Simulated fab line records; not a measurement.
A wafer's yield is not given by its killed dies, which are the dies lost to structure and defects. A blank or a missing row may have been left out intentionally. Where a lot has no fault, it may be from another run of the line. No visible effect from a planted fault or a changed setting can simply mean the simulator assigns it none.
fab line records    flow n5-finfet
record: lots: 6  wafers: 18  last-day: 18
route steps=1938 shown BEOL_M5@1182 BEOL_M6@1194 PASSIVATION@1936
lots that met no fault: from a run of the same line without faults
start-h: start of the lot's first displayed wafer, in hours after the record's first day    wait-h: how many hours have passed since the lot's step before this one    " as in the row above    L1.1+2: several wafers, shown together as one row    - no value, or no start was given    * or withheld: withheld    < > ~ a bound
route shown NAME@n: names a module that has steps shown in the file, with the first one's number in the route    usual: mean and standard deviation over wafers with no fault    same: alike in all rows    chamber/n: place in a boat    sites: readings site by site    _std_site: standard deviation of those values    _edge_site: mean of outer sites minus mean of inner sites    radius-mm: for every site, how far away it sits from the centre of the wafer    mask NAME#n: copy n    behind: the most recent tool/chamber to have shaped the wafer    hold: reason for holding the lot/hours on hold/outcome of the hold    device: transistor that didn't switch, given as n, p or np    end of line: the same wafers' tests at the end of the route    a step given without rows: its recipe and nothing more    killed: dies lost to structure and defects at the first sort, not the wafer's yield    map: per-die view of a wafer (x killed, . not killed, _ where there is no die)
set.NAME: setting as actually run; set.NAME@STEP: the setting as run at that earlier step    model.NAME: the simulator's own value behind a step, which no gauge read
lots at selected steps of the route; one table per step, one row per wafer
services: when a tool's chamber went out of use (start-h, in hours from the record's first day, below 0 if earlier), for how many hours, and the reason
== steps ==
step: N5_BEOL_M5_ANNEAL_89
recipe: temp-c: 400  time-s: 1800  ambient: vacuum
step: N5_BEOL_M5_SPUTTER_90
recipe: material: Cu  target-thk-a: 45  temp-c: -20  chamber-pressure-pa: 0.07  power-w: withheld  time-s: 8.29
usual: chuck-gas-flow-sccm: 1.26/0.051  throttle-valve-pct: 29.9/1
lot.wafer  tool            chamber  start-h  wait-h  chuck-gas-flow-sccm  throttle-valve-pct
L411.3     pvd-sputter-01  -        190.33   0.5     1.14                 30.6
L411.5     "               -        "        "       1.27                 28.8
L411.6     "               -        "        "       1.23                 30.4
L417.2     pvd-sputter-03  -        235.48   0.5     1.33                 29.1
L417.3     "               -        "        "       1.22                 30.4
L417.5     "               -        "        "       1.24                 30.8
L426.3     pvd-sputter-01  -        295.63   0.5     1.24                 28.8
L426.4     "               -        "        "       1.24                 30.4
L426.5     "               -        "        "       1.23                 30.4
L427.1     pvd-sputter-02  -        300.35   0.5     1.20                 32.6
L427.2     "               -        "        "       1.23                 29.2
L427.6     "               -        "        "       1.27                 30.0
L432.1     pvd-sputter-01  -        316.69   0.5     1.27                 28.6
L432.3     "               -        "        "       1.20                 30.4
L432.5     "               -        "        "       1.32                 30.3
L431.3     pvd-sputter-03  -        326.10   0.5     1.28                 30.6
L431.5     "               -        "        "       1.25                 28.7
L431.6     "               -        "        "       1.20                 29.6
step: N5_BEOL_M5_ECD_50
recipe: material: Cu  target-thk-a: 3000
step: N5_BEOL_M5_ANNEAL_51
recipe: temp-c: 225  time-s: 90  ambient: N2
step: N5_BEOL_M5_CMP_52
recipe: stop-on: SiCOH_lowk  t-overpolish-s: 6.9  down-force-psi: 1  platen-rpm: 50  clearing-platen-down-force-psi: 1.5  clearing-platen-rpm: 50  post-cmp-clean: cu-alkaline  target-thk-nm: 62  clearing-platen-pad-velocity-m-s: 0.99484  pad-velocity-m-s: 0.99484
step: N5_BEOL_M5_THK_MEAS_53
recipe: thk-meas-gauge: xrf  reads: Cu_of_BEOL_M5_ECD_50
usual: M5_THK: 62.3/1.7
lot.wafer  tool           chamber  start-h  wait-h  M5_THK[nm]
L411.3     film-metro-02  -        191.12   -       63.2
L411.5     "              -        "        "       65.3
L411.6     "              -        "        "       63.5
L417.2     film-metro-01  -        236.27   -       59.9
L417.3     "              -        "        "       62.3
L417.5     "              -        "        "       60.6
L426.3     film-metro-01  -        296.43   -       62.2
L426.4     "              -        "        "       61.7
L426.5     "              -        "        "       60.9
L427.1     film-metro-01  -        301.32   -       63.6
L427.2     "              -        "        "       62.4
L427.6     "              -        "        "       64.7
L432.1     film-metro-02  -        317.48   -       62.8
L432.3     "              -        "        "       62.6
L432.5     "              -        "        "       62.4
L431.3     film-metro-01  -        326.89   -       60.8
L431.5     "              -        "        "       63.2
L431.6     "              -        "        "       60.9
step: N5_BEOL_M5_PRE_CLEAN_77
recipe: gas: NH3/H2  time-s: 15  temp-c: *  rf-power-w: 300
step: N5_BEOL_M5_CO_CAP_78
recipe: material: Co  target-thk-a: 20  temp-c: 200  precursor: CCTBA/H2  pressure-torr: 30  time-s: 102.1
usual: heater-power-w: 258/21
lot.wafer  tool       chamber  start-h  wait-h  heater-power-w
L411.3     cvd-co-02  2        191.20   0.0     227
L411.5     "          0        "        "       273
L411.6     "          1        "        "       281
L417.2     cvd-co-01  2        236.35   0.0     248
L417.3     "          1        "        "       249
L417.5     "          1        "        "       252
L426.3     cvd-co-02  1        296.51   0.0     282
L426.4     "          2        "        "       230
L426.5     "          1        "        "       288
L427.1     cvd-co-01  2        301.40   0.0     247
L427.2     "          1        "        "       246
L427.6     "          1        "        "       254
L432.1     cvd-co-02  1        317.56   0.0     289
L432.3     "          2        "        "       234
L432.5     "          1        "        "       292
L431.3     cvd-co-02  1        326.97   0.0     290
L431.5     "          2        "        "       229
L431.6     "          1        "        "       278
step: N5_BEOL_M5_PRE_CLEAN_55
recipe: gas: NH3  time-s: 15  temp-c: withheld  rf-power-w: 300
step: N5_BEOL_M5_DEP_56
recipe: material: SiCN  target-thk-a: 80  temp-c: withheld  precursor: 3MS/NH3  pressure-torr: 3  rf-w: 202  time-s: 14
usual: showerhead-plenum-p-Torr: 3.666/0.016  throttle-valve-pct: 9.2/0.54
lot.wafer  tool      chamber  start-h  wait-h  showerhead-plenum-p-Torr  throttle-valve-pct
L411.3     pecvd-04  1        191.32   0.0     3.674                     10.2
L411.5     "         0        "        "       3.673                     9.7
L411.6     "         1        "        "       3.681                     10.2
L417.2     pecvd-04  0        236.47   0.0     3.680                     9.8
L417.3     "         1        "        "       3.670                     9.9
L417.5     "         1        "        "       3.676                     10.4
L426.3     pecvd-03  1        296.62   0.0     3.693                     9.0
L426.4     "         1        "        "       3.687                     9.5
L426.5     "         0        "        "       3.677                     9.1
L427.1     pecvd-02  1        301.52   0.0     3.649                     8.9
L427.2     "         0        "        "       3.655                     9.5
L427.6     "         0        "        "       3.657                     9.5
L432.1     pecvd-02  2        317.68   0.0     3.649                     8.7
L432.3     "         1        "        "       3.644                     9.1
L432.5     "         0        "        "       3.656                     9.5
L431.3     pecvd-03  1        327.12   0.0     3.701                     9.5
L431.5     "         0        "        "       3.692                     8.9
L431.6     "         1        "        "       3.693                     9.2
step: N5_BEOL_M5_RS_MEAS_57
recipe: thk-meas-gauge: four-point-probe  reads: Co_of_BEOL_M5_CO_CAP_78+Cu_of_BEOL_M5_ECD_50+Co_of_BEOL_M5_CVD_47+TaN_of_BEOL_M5_ALD_86
usual: M5_RS: 0.384/0.012
lot.wafer  tool           chamber  start-h  wait-h  M5_RS[ohm/sq]
L411.3     film-metro-02  -        191.39   0.1     0.381
L411.5     "              -        "        "       0.365
L411.6     "              -        "        "       0.377
L417.2     film-metro-02  -        236.53   0.1     0.403
L417.3     "              -        "        "       0.384
L417.5     "              -        "        "       0.394
L426.3     film-metro-02  -        296.69   0.1     0.379
L426.4     "              -        "        "       0.381
L426.5     "              -        "        "       0.390
L427.1     film-metro-01  -        301.58   0.0     0.368
L427.2     "              -        "        "       0.379
L427.6     "              -        "        "       0.360
L432.1     film-metro-01  -        317.74   0.0     0.384
L432.3     "              -        "        "       0.383
L432.5     "              -        "        "       0.387
L431.3     film-metro-02  -        327.19   0.1     0.395
L431.5     "              -        "        "       0.378
L431.6     "              -        "        "       0.393
step: N5_BEOL_M5_INSPECT_58
recipe: inspect-instrument: darkfield  mode: post-dep
usual: raw-defect-count: 72/23
lot.wafer  tool               chamber  start-h  wait-h  raw-defect-count
L411.3     defect-inspect-01  -        191.41   0.0     77
L411.5     "                  -        "        "       62
L411.6     "                  -        "        "       92
L417.2     defect-inspect-01  -        236.56   0.0     60
L417.3     "                  -        "        "       113
L417.5     "                  -        "        "       99
L426.3     defect-inspect-01  -        296.72   0.0     62
L426.4     "                  -        "        "       51
L426.5     "                  -        "        "       62
L427.1     defect-inspect-01  -        301.61   0.0     73
L427.2     "                  -        "        "       51
L427.6     "                  -        "        "       79
L432.1     defect-inspect-02  -        317.77   0.0     25
L432.3     "                  -        "        "       57
L432.5     "                  -        "        "       54
L431.3     defect-inspect-02  -        327.21   0.0     118
L431.5     "                  -        "        "       160
L431.6     "                  -        "        "       91
step: N5_BEOL_M6_ILD_DEP_00
recipe: material: SiCOH_lowk  target-thk-a: 1797.5  temp-c: 300  precursor: DEMS/porogen  pressure-torr: 5  rf-w: 500  time-s: 33.4
usual: heater-power-w: 274/48  showerhead-plenum-p-Torr: 5.740/0.018  throttle-valve-pct: 14.1/1.2
lot.wafer  tool      chamber  start-h  wait-h  heater-power-w  showerhead-plenum-p-Torr  throttle-valve-pct
L411.3     pecvd-01  2        191.45   0.0     399             5.761                     12.9
L411.5     "         2        "        "       314             5.737                     12.8
L411.6     "         1        "        "       305             5.760                     15.7
L417.2     pecvd-02  0        236.60   0.0     264             5.714                     14.7
L417.3     "         1        "        "       254             5.724                     13.7
L417.5     "         2        "        "       305             5.722                     13.2
L426.3     pecvd-01  0        296.75   0.0     242             5.719                     12.9
L426.4     "         1        "        "       256             5.759                     15.6
L426.5     "         2        "        "       375             5.741                     13.0
L427.1     pecvd-01  0        301.65   0.0     237             5.721                     12.6
L427.2     "         1        "        "       284             5.770                     15.5
L427.6     "         0        "        "       241             5.720                     12.8
L432.1     pecvd-04  2        317.80   0.0     247             5.731                     12.6
L432.3     "         0        "        "       263             5.738                     15.1
L432.5     "         1        "        "       286             5.754                     15.6
L431.3     pecvd-02  1        327.25   0.0     252             5.731                     13.9
L431.5     "         2        "        "       281             5.740                     13.3
L431.6     "         0        "        "       224             5.722                     14.3
step: N5_BEOL_M6_CURE_74
recipe: temp-c: 385  time-s: 240  ambient: He/Ar  material: SiCOH_lowk
usual: lamp-power-pct: 52.31/0.054  wafer_temp_C_max: 386.8/0.58
lot.wafer  tool        chamber  start-h  wait-h  lamp-power-pct  wafer_temp_C_max
L411.3     uv-cure-01  1        191.67   0.2     52.27           386.0
L411.5     "           1        "        "       52.40           386.0
L411.6     "           1        "        "       52.35           386.3
L417.2     uv-cure-03  0        236.74   0.1     52.43           387.0
L417.3     "           0        "        "       52.28           386.4
L417.5     "           0        "        "       52.23           387.3
L426.3     uv-cure-02  1        296.98   0.2     52.32           387.4
L426.4     "           1        "        "       52.35           387.1
L426.5     "           1        "        "       52.23           387.3
L427.1     uv-cure-03  1        302.00   0.3     52.30           386.5
L427.2     "           1        "        "       52.33           386.2
L427.6     "           1        "        "       52.30           386.9
L432.1     uv-cure-02  0        317.87   0.0     52.34           386.9
L432.3     "           0        "        "       52.34           386.5
L432.5     "           0        "        "       52.40           386.7
L431.3     uv-cure-02  1        327.47   0.2     52.38           387.5
L431.5     "           1        "        "       52.38           387.0
L431.6     "           1        "        "       52.28           387.4
step: N5_BEOL_M6_THK_MEAS_01
recipe: reads: SiCOH_lowk_of_BEOL_M6_ILD_DEP_00
usual: M6_ILD_THK: 154.6/2.9
lot.wafer  tool           chamber  start-h  wait-h  M6_ILD_THK[nm]
L411.3     film-metro-01  -        192.03   0.3     146.4
L411.5     "              -        "        "       151.9
L411.6     "              -        "        "       153.4
L417.2     film-metro-01  -        237.17   0.4     152.9
L417.3     "              -        "        "       151.6
L417.5     "              -        "        "       156.2
L426.3     film-metro-01  -        297.34   0.3     151.2
L426.4     "              -        "        "       134.2
L426.5     "              -        "        "       153.3
L427.1     film-metro-02  -        302.51   0.4     153.2
L427.2     "              -        "        "       133.0
L427.6     "              -        "        "       154.8
L432.1     film-metro-02  -        318.86   0.8     155.2
L432.3     "              -        "        "       154.9
L432.5     "              -        "        "       154.9
L431.3     film-metro-02  -        327.82   0.3     156.8
L431.5     "              -        "        "       159.0
L431.6     "              -        "        "       160.9
step: N5_BEOL_M6_PECVD_70
recipe: material: SiO2  target-thk-a: 200  temp-c: 400  precursor: TEOS/O2  pressure-torr: 5.5  rf-w: 450  teos-flow-sccm: 53.8  gas: O2  flow-sccm: 3000  time-s: 22.7
usual: heater-power-w: 635/74  showerhead-plenum-p-Torr: 8.77/0.06  throttle-valve-pct: 22.7/1.7
lot.wafer  tool      chamber  start-h  wait-h  heater-power-w  showerhead-plenum-p-Torr  throttle-valve-pct
L411.3     pecvd-01  2        192.06   0.0     752             8.85                      20.5
L411.5     "         2        "        "       767             8.80                      20.5
L411.6     "         0        "        "       608             8.72                      20.6
L417.2     pecvd-02  0        237.21   0.0     596             8.72                      23.3
L417.3     "         1        "        "       582             8.72                      22.3
L417.5     "         2        "        "       722             8.77                      21.0
L426.3     pecvd-04  0        297.45   0.1     541             8.84                      24.4
L426.4     "         1        "        "       653             8.85                      24.8
L426.5     "         0        "        "       539             8.80                      24.4
L427.1     pecvd-02  0        302.55   0.0     591             8.72                      23.2
L427.2     "         1        "        "       589             8.71                      22.5
L427.6     "         2        "        "       739             8.75                      21.5
L432.1     pecvd-02  1        318.90   0.0     550             8.70                      22.1
L432.3     "         0        "        "       615             8.72                      23.4
L432.5     "         1        "        "       550             8.69                      22.4
L431.3     pecvd-02  2        327.86   0.0     645             8.76                      21.5
L431.5     "         0        "        "       608             8.73                      23.5
L431.6     "         1        "        "       620             8.69                      22.3
step: N5_PASSIVATION_PROBE_49
usual: defect-limited-yield: 91.7/1.2  killed_at_M0_to_M3: 33/9.5  killed_at_M4_up: 13/4.9  killed-at-contacts: 13/6.6  killed-at-front-end: 36/11  killed-at-other: 3.0/2.6  killed-dies: 97/14  killed-on-rim: 13/3.8  killed-open: 65/11  killed-short: 31/6.6  sort_bin_5_function: 4.8/0.82  sort_bin_6_memory: 3.1/0.58  sort_bin_8_speed: 0.00/0.02  sort-n-pass: 1083/14  sort-yield-pct: 91.7/1.2
same: gross-dies: 1180  killed-at-back-side: 0  sort_bin_4_leakage[%]: 0
lot.wafer  tool       chamber  start-h  wait-h  defect-limited-yield[%]  killed_at_M0_to_M3  killed_at_M4_up  killed-at-contacts  killed-at-front-end  killed-at-other  killed-dies  killed-on-rim  killed-open  killed-short  sort_bin_5_function[%]  sort_bin_6_memory[%]  sort_bin_8_speed[%]  sort-n-pass  sort-yield-pct[%]
L411.3     prober-01  -        279.74   0.1     91.9                     45                  14               11                  23                   3                96           15             53           41            5.3                     2.6                   0                    1084         91.9
L411.5     prober-01  -        279.84   0.2     90.8                     51                  5                8                   41                   3                108          12             64           40            4.8                     3.9                   0                    1072         90.8
L411.6     prober-01  -        279.89   0.3     89.9                     45                  23               9                   37                   5                119          14             86           30            6.4                     3.5                   0                    1061         89.9
L417.2     prober-01  -        324.30   0.1     92.7                     24                  24               7                   30                   1                86           18             60           25            4.3                     2.5                   0                    1094         92.7
L417.3     prober-01  -        324.35   0.1     91.5                     29                  12               10                  48                   1                100          10             67           33            4.7                     3.5                   0                    1080         91.5
L417.5     prober-01  -        324.45   0.2     92.5                     42                  19               1                   25                   1                88           8              63           23            4.3                     3.1                   0                    1092         92.5
L426.3     prober-02  -        378.86   0.1     92.5                     40                  5                15                  27                   1                88           7              55           33            4.6                     2.8                   0                    1092         92.5
L426.4     prober-02  -        378.91   0.2     89.0                     35                  31               17                  42                   5                130          32             67           43            6.0                     3.1                   0                    1050         89.0
L426.5     prober-02  -        378.96   0.2     94.3                     22                  8                8                   27                   2                67           7              46           20            3.2                     2.2                   0                    1113         94.3
L427.1     prober-01  -        391.98   0.0     91.9                     22                  17               14                  37                   5                95           12             67           28            5.0                     2.8                   0                    1085         91.9
L427.2     prober-01  -        392.03   0.1     90.7                     23                  35               12                  38                   2                110          36             46           34            3.8                     3.1                   0                    1070         90.7
L427.6     prober-01  -        392.23   0.3     91.2                     41                  11               10                  41                   1                104          13             68           31            5.5                     3.1                   0.17                 1074         91.0
L432.1     prober-02  -        414.33   0.0     91.2                     32                  12               16                  40                   4                104          19             71           33            5.8                     2.8                   0                    1076         91.2
L432.3     prober-02  -        414.43   0.1     91.6                     35                  14               5                   44                   1                99           9              66           32            5.2                     3.2                   0                    1081         91.6
L432.5     prober-02  -        414.53   0.2     90.7                     39                  8                18                  44                   1                110          16             79           30            6.0                     2.9                   0                    1070         90.7
L431.3     prober-02  -        424.10   0.1     93.1                     29                  11               13                  27                   1                81           11             54           27            4.2                     2.4                   0                    1099         93.1
L431.5     prober-02  -        424.20   0.2     91.4                     35                  14               9                   43                   1                102          10             74           28            5.5                     2.8                   0                    1078         91.4
L431.6     prober-02  -        424.25   0.3     92.5                     18                  16               21                  30                   3                88           17             65           23            4.2                     3.0                   0                    1092         92.5
killed by level:class
L411.3 BEOL_M0_SAQP:geometric-particle:short=11 BEOL_M0_SAQP:geometric-particle:open=11 BEOL_M2:geometric-particle:open=11 MOL_CONTACT_COAG:geometric-particle:open=9 STARTING-WAFER:geometric-particle:short=5 STI_FIN_REVEAL:geometric-particle:open=4 GATE_CUT:geometric-particle:short=4 BEOL_M0:geometric-particle:short=4
L411.5 BEOL_M0_SAQP:geometric-particle:short=15 BEOL_M3:geometric-particle:open=11 BEOL_M0_SAQP:geometric-particle:open=10 FIN_SAQP:geometric-particle:open=9 GATE_CUT:geometric-particle:short=8 DUMMY_GATE:geometric-particle:open=7 MOL_CONTACT_COAG:geometric-particle:open=7 FIN_SAQP:geometric-particle:short=4
L411.6 BEOL_M3:geometric-particle:open=14 BEOL_M4:geometric-particle:open=12 BEOL_M0_SAQP:geometric-particle:open=11 STI_FIN_REVEAL:geometric-particle:open=10 FIN_SAQP:geometric-particle:open=8 MOL_CONTACT_COAG:geometric-particle:open=8 BEOL_M0_SAQP:geometric-particle:short=7 BEOL_M1:geometric-particle:open=6
L417.2 STI_FIN_REVEAL:geometric-particle:open=12 BEOL_M4:geometric-particle:open=11 BEOL_M2:geometric-particle:open=8 DUMMY_GATE:geometric-particle:open=4 MOL_CONTACT_COAG:geometric-particle:short=4 BEOL_M0_SAQP:geometric-particle:short=4 BEOL_M1:geometric-particle:open=4 BEOL_M4:geometric-particle:short=4
L417.3 STI_FIN_REVEAL:geometric-particle:open=18 FIN_SAQP:geometric-particle:short=7 MOL_CONTACT_COAG:geometric-particle:open=7 BEOL_M1:geometric-particle:open=6 BEOL_M4:geometric-particle:open=5 BEOL_M0_SAQP:geometric-particle:short=5 GATE_CUT:geometric-particle:short=4 BEOL_M2:geometric-particle:open=4
L417.5 BEOL_M1:geometric-particle:open=13 BEOL_M2:geometric-particle:open=10 BEOL_M4:geometric-particle:open=7 DUMMY_GATE:geometric-particle:open=6 BEOL_M0_SAQP:geometric-particle:short=5 BEOL_M0_SAQP:geometric-particle:open=5 STARTING-WAFER:geometric-particle:open=5 FIN_SAQP:geometric-particle:short=3
L426.3 BEOL_M0_SAQP:geometric-particle:open=12 MOL_CONTACT_COAG:geometric-particle:open=10 BEOL_M0_SAQP:geometric-particle:short=9 BEOL_M1:geometric-particle:open=8 FIN_SAQP:geometric-particle:open=6 FIN_SAQP:geometric-particle:short=5 MOL_CONTACT_COAG:geometric-particle:short=5 SPACER0:geometric-particle:open=3
L426.4 BEOL_M6:area-dep=19 MOL_CONTACT_COAG:geometric-particle:open=15 FIN_SAQP:geometric-particle:short=9 BEOL_M2:geometric-particle:open=9 BEOL_M0_SAQP:geometric-particle:open=7 BEOL_M0_SAQP:geometric-particle:short=6 BEOL_M1:geometric-particle:open=6 FIN_SAQP:geometric-particle:open=5
L426.5 FIN_SAQP:geometric-particle:open=9 FIN_SAQP:geometric-particle:short=7 MOL_CONTACT_COAG:geometric-particle:open=6 BEOL_M0_SAQP:geometric-particle:open=6 BEOL_M3:geometric-particle:open=6 STI_FIN_REVEAL:geometric-particle:open=4 BEOL_M0_SAQP:geometric-particle:short=4 BEOL_M4:geometric-particle:open=3
L427.1 STI_FIN_REVEAL:geometric-particle:open=11 BEOL_M4:geometric-particle:open=10 MOL_CONTACT_COAG:geometric-particle:short=7 MOL_CONTACT_COAG:geometric-particle:open=7 BEOL_M2:geometric-particle:open=5 DUMMY_GATE:geometric-particle:open=4 BEOL_M0_SAQP:geometric-particle:short=4 BEOL_M0:geometric-particle:open=4
L427.2 BEOL_M6:area-dep=25 BEOL_M0_SAQP:geometric-particle:short=11 MOL_CONTACT_COAG:geometric-particle:open=10 GATE_CUT:geometric-particle:open=6 FIN_SAQP:geometric-particle:short=5 GATE_CUT:geometric-particle:short=4 BEOL_M0_SAQP:geometric-particle:open=4 BEOL_M4:geometric-particle:open=4
L427.6 BEOL_M0_SAQP:geometric-particle:short=13 BEOL_M0_SAQP:geometric-particle:open=9 MOL_CONTACT_COAG:geometric-particle:open=8 BEOL_M2:geometric-particle:open=8 STI_FIN_REVEAL:geometric-particle:open=7 DUMMY_GATE:geometric-particle:open=7 FIN_SAQP:geometric-particle:open=6 BEOL_M0:geometric-particle:open=6
L432.1 MOL_CONTACT_COAG:geometric-particle:open=13 STI_FIN_REVEAL:geometric-particle:open=10 FIN_SAQP:geometric-particle:short=8 BEOL_M1:geometric-particle:open=7 BEOL_M4:geometric-particle:open=7 BEOL_M0_SAQP:geometric-particle:short=5 BEOL_M2:geometric-particle:open=5 STARTING-WAFER:geometric-particle:open=5
L432.3 STI_FIN_REVEAL:geometric-particle:open=10 DUMMY_GATE:geometric-particle:open=10 BEOL_M2:geometric-particle:open=7 BEOL_M4:geometric-particle:open=7 STARTING-WAFER:geometric-particle:short=6 BEOL_M1:geometric-particle:open=6 FIN_SAQP:geometric-particle:open=5 BEOL_M0:geometric-particle:open=5
L432.5 MOL_CONTACT_COAG:geometric-particle:open=17 BEOL_M2:geometric-particle:open=16 DUMMY_GATE:geometric-particle:open=11 STI_FIN_REVEAL:geometric-particle:open=7 BEOL_M0_SAQP:geometric-particle:short=7 FIN_SAQP:geometric-particle:short=5 BEOL_M1:geometric-particle:open=5 BEOL_M3:geometric-particle:open=5
L431.3 BEOL_M0_SAQP:geometric-particle:open=13 MOL_CONTACT_COAG:geometric-particle:open=10 BEOL_M0_SAQP:geometric-particle:short=8 STI_FIN_REVEAL:geometric-particle:open=7 FIN_SAQP:geometric-particle:short=5 BEOL_M5:geometric-particle:open=4 DUMMY_GATE:geometric-particle:open=4 GATE_CUT:geometric-particle:short=4
L431.5 BEOL_M3:geometric-particle:open=11 FIN_SAQP:geometric-particle:short=8 FIN_SAQP:geometric-particle:open=8 STI_FIN_REVEAL:geometric-particle:open=8 ILD0:geometric-particle:open=7 MOL_CONTACT_COAG:geometric-particle:open=6 DUMMY_GATE:geometric-particle:open=5 BEOL_M1:geometric-particle:open=5
L431.6 MOL_CONTACT_COAG:geometric-particle:open=17 STI_FIN_REVEAL:geometric-particle:open=7 BEOL_M0:geometric-particle:open=6 BEOL_M4:geometric-particle:open=6 DUMMY_GATE:geometric-particle:open=5 MOL_CONTACT_COAG:geometric-particle:short=4 BEOL_M0_SAQP:geometric-particle:short=4 BEOL_M4:geometric-particle:short=3
map L426.4 (x killed, . not)
_________________........x...________________
______________...x........x....._____________
___________x...xx....x...x.........__________
__________.........x...xx....x......_________
________x.x....x.x............x......x_______
_______..x......x......................______
______..x........................x......_____
_____..............x........x............____
____x...x...xxx..........x..x.............___
___...........x.............x.............x__
___..............x..x...xx...............x.__
__...x.......x..x............x.......xx....._
__......x.....................x...x.....x..._
_xx...............x.x.......................x
_.x...........x......x...x..x.....x..........
_..x...x..x......................x..........x
_..........x....x............x............x..
_x......................x.......x............
_x......x.x.x..............x................x
_...................x.xx.....x..............x
_x...............x.xx.......xx..............x
__.....x........x..........................._
__x...........x.....x.....x.....x..........x_
___..x...x.................................__
___x..................................x....__
____x...x.............................x..x___
_____........x..........xxx...x.........x____
______..x....x.........................._____
_______.......x......x........x.....x..______
________..x...........x..............._______
__________........x.......x........._________
___________x............x......x..x__________
______________.................._____________
_________________x.x..x.....x________________
map L427.2 (x killed, . not)
_________________x..........x________________
______________.................x_____________
___________............x..........x__________
__________.................x.......x_________
________.............................._______
_______x....................x..........______
______.................................._____
_____....................................____
____x..................x.......x.........x___
___x...x.......x.......x....x.............x__
___..x.xx..................................__
__x..x.........................x..x...x..x.x_
__.......x.........x...........x......x....._
_......x.x...x.......x.......x..x..........xx
_x........x.................................x
_x..................x...........x....x...x...
_...........x......x...........x...........x.
_....................................x......x
_x..x..........x...............x..x.........x
_...........................................x
_x..................x...x...................x
__..................................x.....x._
__............x............x........x......._
___............xxx.x.x....................x__
___x..............x..................x...xx__
____..........x.......x...................___
_____......x.....x.............x.........____
______......................x...x......._____
_______.....xx.............x......x....______
________.............x............x..x_______
__________............x......x......_________
___________.x...x......x.....x.x..x__________
______________......x..........x_____________
_________________xx........xx________________
== services ==
tool            chamber  start-h  hours  kind
pvd-sputter-02  -        172.16   13.8   repair
cvd-co-02       -        186.70   2.8    pm
pecvd-03        1        202.01   7.2    repair
pecvd-04        2        202.41   -      clean
pecvd-04        2        202.41   -      consumable-replace:showerhead
pecvd-04        2        202.41   29.0   scheduled-down
pecvd-04        2        202.41   29.0   vent-cycle
uv-cure-03      -        219.51   2.8    pm
uv-cure-03      -        225.37   2.1    pm
pecvd-03        -        225.47   1.4    repair
pecvd-01        -        227.73   0.9    repair
pecvd-04        2        242.49   15.4   repair
pecvd-03        0        247.97   2.1    scheduled-down
pecvd-03        -        248.82   1.2    repair
uv-cure-03      -        253.21   24.2   repair
uv-cure-02      -        257.90   22.2   pm
pecvd-04        2        268.91   5.0    scheduled-down
pecvd-04        0        279.21   2.1    scheduled-down
pecvd-03        2        282.74   2.1    scheduled-down
pecvd-04        2        283.45   12.7   repair
uv-cure-01      -        294.40   1.0    pm
pecvd-02        -        295.04   2.8    pm
uv-cure-03      -        316.59   1.0    pm
pecvd-01        -        316.98   14.6   pm
== key ==
first-sign: step: N5_BEOL_M6_THK_MEAS_01  reading: M6_ILD_THK  direction: down  sigmas: 7.2  usual: 154.6  struck: 133.6
effect: step: N5_PASSIVATION_PROBE_49  reading: killed_at_M4_up  direction: up  sigmas: 4.1  usual: 13  struck: 33
more-kills-born-at: N5_BEOL_M6_ILD_DEP_00@pecvd-01: 44
met-at N5_BEOL_M6_ILD_DEP_00
struck-wafers L426.4,L427.2
onset-between 191.45 296.75
fault: kind: site-profile-drift  tool: pecvd-01  chamber: 1  onset-h: 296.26  steps: N5_BEOL_M6_ILD_DEP_00  basis: fraction  max-abs-drift: 0.28065  slope-share-per-hr: 62.367  site-pattern: 0,0,0,0,0,-1,-1,-1,-1
